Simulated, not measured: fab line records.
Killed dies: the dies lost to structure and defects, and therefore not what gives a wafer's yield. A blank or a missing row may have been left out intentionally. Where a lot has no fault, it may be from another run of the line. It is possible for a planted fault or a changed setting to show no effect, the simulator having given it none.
Chamber matching + flow nand-harc + NHARC_A_STAIRCASE_ETCH_169 on rie-diel-12 has 4 sister chambers
The step etches the open film in CH3F/O2, target depth 50 nm, time 107.1 s. 4 wafers are shown with their chamber, then 10 later ones without.

WAFERS, EACH WITH ITS CHAMBER
| wafer  | chamber | showerhead-plenum-p-Torr (Torr) |
|--------|---------|---------------------------------|
| L080.6 | 3       | 2.28                            |
| L090.5 | 0       | 2.47                            |
| L091.2 | 2       | 2.51                            |
| L091.4 | 1       | 2.48                            |

WAFERS WITHOUT THEIR CHAMBER
| wafer  | showerhead-plenum-p-Torr (Torr) |
|--------|---------------------------------|
| L091.5 | 2.48                            |
| L095.2 | 2.51                            |
| L095.4 | 2.46                            |
| L095.6 | 2.51                            |
| L096.2 | 2.50                            |
| L096.4 | 2.64                            |
| L096.6 | 2.50                            |
| L097.4 | 2.64                            |
| L097.5 | 2.46                            |
| L097.6 | 2.50                            |

THE CHAMBER EACH PASSED THROUGH
| wafer  | from the rows above          | in truth |
|--------|------------------------------|----------|
| L091.5 | can't be placed: 1 or 0 or 2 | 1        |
| L095.2 | can't be placed: 2 or 1 or 0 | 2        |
| L095.4 | can't be placed: 0 or 1 or 2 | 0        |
| L095.6 | can't be placed: 2 or 1 or 0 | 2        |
| L096.2 | can't be placed: 2 or 1 or 0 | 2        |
| L096.4 | can't be placed: 2 or 1 or 0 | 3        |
| L096.6 | can't be placed: 2 or 1 or 0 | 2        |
| L097.4 | can't be placed: 2 or 1 or 0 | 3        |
| L097.5 | can't be placed: 0 or 1 or 2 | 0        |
| L097.6 | can't be placed: 2 or 1 or 0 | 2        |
Placed correctly: 0 of 10. Cannot be placed on the basis of these rows: 10; the candidates contain the true chamber in 8. Placed wrongly: 0.
How it was worked out, from the rows above alone: a wafer's distance from a chamber is the root of the sum, over the readings, of the square of ((its reading less the chamber's mean) divided by the reading's scatter). If the next closest chamber is less than 2 further off than the closest, the wafer can't be placed; otherwise it belongs to the closest. The mean given for a chamber averages the wafers shown for that chamber. The scatter: with one shown wafer a chamber, the root of the mean of the squares of how far each hidden wafer lies from its nearest shown one.
